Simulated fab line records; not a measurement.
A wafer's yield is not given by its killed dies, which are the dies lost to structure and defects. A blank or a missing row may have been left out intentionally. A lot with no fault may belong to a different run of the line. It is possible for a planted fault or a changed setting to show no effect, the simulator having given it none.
Matching of chambers | flow n5-finfet | N5_BEOL_M7_DEP_56 on pecvd-03: 3 sister chambers
The step deposits SiCN from 3MS/NH3, target thk 10 nm, time 17.5 s. 22 wafers are shown with their chamber, then 11 later ones without.

## EACH WAFER AND ITS CHAMBER
wafer  | chamber | throttle-valve-pct (%) | showerhead-plenum-p-Torr (Torr)
L077.1 | 1       | 8.4                    | 3.646
L077.3 | 2       | 8.5                    | 3.663
L077.5 | 2       | 8.5                    | 3.672
L079.2 | 1       | 8.7                    | 3.656
L079.3 | 2       | 8.9                    | 3.671
L079.6 | 1       | 8.5                    | 3.643
L080.2 | 1       | 8.5                    | 3.649
L080.3 | 0       | 9.4                    | 3.683
L080.5 | 0       | 9.5                    | 3.688
L085.3 | 1       | 8.5                    | 3.646
L085.4 | 2       | 8.3                    | 3.666
L085.6 | 0       | 9.4                    | 3.679
L088.4 | 1       | 8.4                    | 3.657
L088.5 | 0       | 9.7                    | 3.687
L088.6 | 2       | 8.7                    | 3.681
L089.1 | 0       | 9.3                    | 3.681
L089.3 | 1       | 8.5                    | 3.643
L089.4 | 0       | 9.4                    | 3.691
L090.1 | 1       | 8.6                    | 3.658
L090.2 | 2       | 8.4                    | 3.660
L090.6 | 1       | 8.5                    | 3.642
L092.2 | 1       | 8.3                    | 3.644

SIGNATURES (means of the wafers above)
reading                  | chamber 0 | chamber 1 | chamber 2 | scatter within a chamber
throttle-valve-pct       | 9.450     | 8.490     | 8.550     | 0.152
showerhead-plenum-p-Torr | 3.68483   | 3.64840   | 3.66883   | 0.00625
Rule: for a wafer and a chamber, the distance is found by dividing, reading by reading, the gap between the wafer's reading and the chamber's mean by the reading's scatter, squaring, summing and taking the root. The wafer belongs to the nearest chamber; if the next one is less than 2 further off, it can't be placed. The scatter is the square root of a quotient: the sum, over the shown wafers, of each reading's squared deviation from its chamber's mean, divided by wafers minus chambers.

## WAFERS WHOSE CHAMBER IS MISSING
wafer  | throttle-valve-pct (%) | showerhead-plenum-p-Torr (Torr)
L092.3 | 8.7                    | 3.672
L092.6 | 8.3                    | 3.653
L093.1 | 9.6                    | 3.689
L093.2 | 8.4                    | 3.661
L093.6 | 8.5                    | 3.668
L094.1 | 9.5                    | 3.679
L094.2 | 8.5                    | 3.653
L094.6 | 8.8                    | 3.666
L097.4 | 8.5                    | 3.656
L097.5 | 8.6                    | 3.669
L097.6 | 9.5                    | 3.679

## EACH ONE'S CHAMBER
wafer  | from the rows above     | in truth
L092.3 | 2                       | 2
L092.6 | can't be placed: 1 or 2 | 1
L093.1 | 0                       | 0
L093.2 | can't be placed: 2 or 1 | 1
L093.6 | 2                       | 2
L094.1 | 0                       | 0
L094.2 | can't be placed: 1 or 2 | 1
L094.6 | can't be placed: 2 or 1 | 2
L097.4 | can't be placed: 1 or 2 | 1
L097.5 | 2                       | 2
L097.6 | 0                       | 0
Correct placement for 6 of the 11. Can't be placed from these rows: 5 (the true chamber is among the candidates in 5). Number placed wrongly: 0.
